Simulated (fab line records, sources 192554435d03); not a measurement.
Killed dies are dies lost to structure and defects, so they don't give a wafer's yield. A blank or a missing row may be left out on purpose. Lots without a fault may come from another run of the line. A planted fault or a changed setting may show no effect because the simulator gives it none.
One fault seen from 2 desks | flow n5_finfet | each desk has only its own numbers; what lay behind them comes last

THE TOOL OWNER'S DESK: pecvd-04
The tool's own readings at N5_FIN_SAQP_PECVD_48 (deposits SiNx from SiH4/NH3/N2, target thk 25 nm, time 22.1 s): means of the sampled wafers that have a number, for each lot that ran on this tool. A lot is out of limits, marked OUT, if its mean lies more than 4 standard deviations from the usual mean; the brackets give that distance.
Columns: A = chamber_pressure_Torr at N5_FIN_SAQP_PECVD_48, usual 1.500 Torr; B = heater_power_w at N5_FIN_SAQP_PECVD_48, usual 822 W; C = showerhead_plenum_p_Torr at N5_FIN_SAQP_PECVD_48, usual 5.11 Torr; D = throttle_valve_pct at N5_FIN_SAQP_PECVD_48, usual 40.1 %
lot  | first seen here | A     | B   | C    | D
L382 | day 2 03:47     | 1.499 | 844 | 5.09 | 41.4
L391 | day 4 09:57     | 1.501 | 924 | 5.06 | 39.8
L394 | day 5 04:28     | 1.499 | 738 | 5.12 | 41.5
L401 | day 6 21:38     | 1.493 | 921 | 5.05 | 41.3
This desk's finding: nothing out of limits on any of the 4 lots.

THE METROLOGY DESK
What the gauges read, lot by lot, whatever tool the lot ran on: means of the sampled wafers that have a number. A lot is out of limits, marked OUT, if its mean lies more than 4 standard deviations from the usual mean; the brackets give that distance. Of its 10 readings 7 are shown: those that lie furthest out on some lot.
Columns: A = DIBL_N at N5_BEOL_M4_RC_MEAS_101, usual 36.0 mV/V; B = DIBL_P at N5_BEOL_M4_RC_MEAS_101, usual 35.6 mV/V; C = IOFF_N at N5_BEOL_M4_RC_MEAS_101, usual 0.15 nA/um; D = IOFF_P at N5_BEOL_M4_RC_MEAS_101, usual 0.19 nA/um; E = ION_N at N5_BEOL_M4_RC_MEAS_101, usual 668 uA/um; F = SS_P at N5_BEOL_M4_RC_MEAS_101, usual 73.4 mV/dec; G = VT_P at N5_BEOL_M4_RC_MEAS_101, usual -253 mV
lot  | first seen here | A    | B    | C    | D    | E   | F    | G
L382 | day 9 01:53     | 35.4 | 34.9 | 0.12 | 0.15 | 663 | 73.0 | -258
L385 | day 9 23:53     | 37.5 | 36.2 | 0.18 | 0.22 | 672 | 73.7 | -251
L389 | day 11 08:01    | 33.7 | 32.9 | 0.12 | 0.18 | 658 | 72.7 | -253
L391 | day 13 00:28    | 33.1 | 32.6 | 0.11 | 0.16 | 661 | 73.0 | -254
L394 | day 13 16:12    | 37.2 | 38.1 | 0.18 | 0.21 | 679 | 73.5 | -251
L399 | day 14 01:58    | 38.9 | 38.4 | 0.19 | 0.23 | 682 | 74.2 | -252
L401 | day 14 10:26    | 35.6 | 35.0 | 0.14 | 0.19 | 665 | 73.8 | -253
L404 | day 16 01:31    | 35.4 | 34.6 | 0.14 | 0.20 | 669 | 73.6 | -250
This desk's finding: nothing out of limits on any of the 8 lots.

PUT TOGETHER
The tool owner's desk saw nothing out of limits.
The metrology desk saw nothing out of limits.

WHAT THE SIMULATOR HAD PUT IN
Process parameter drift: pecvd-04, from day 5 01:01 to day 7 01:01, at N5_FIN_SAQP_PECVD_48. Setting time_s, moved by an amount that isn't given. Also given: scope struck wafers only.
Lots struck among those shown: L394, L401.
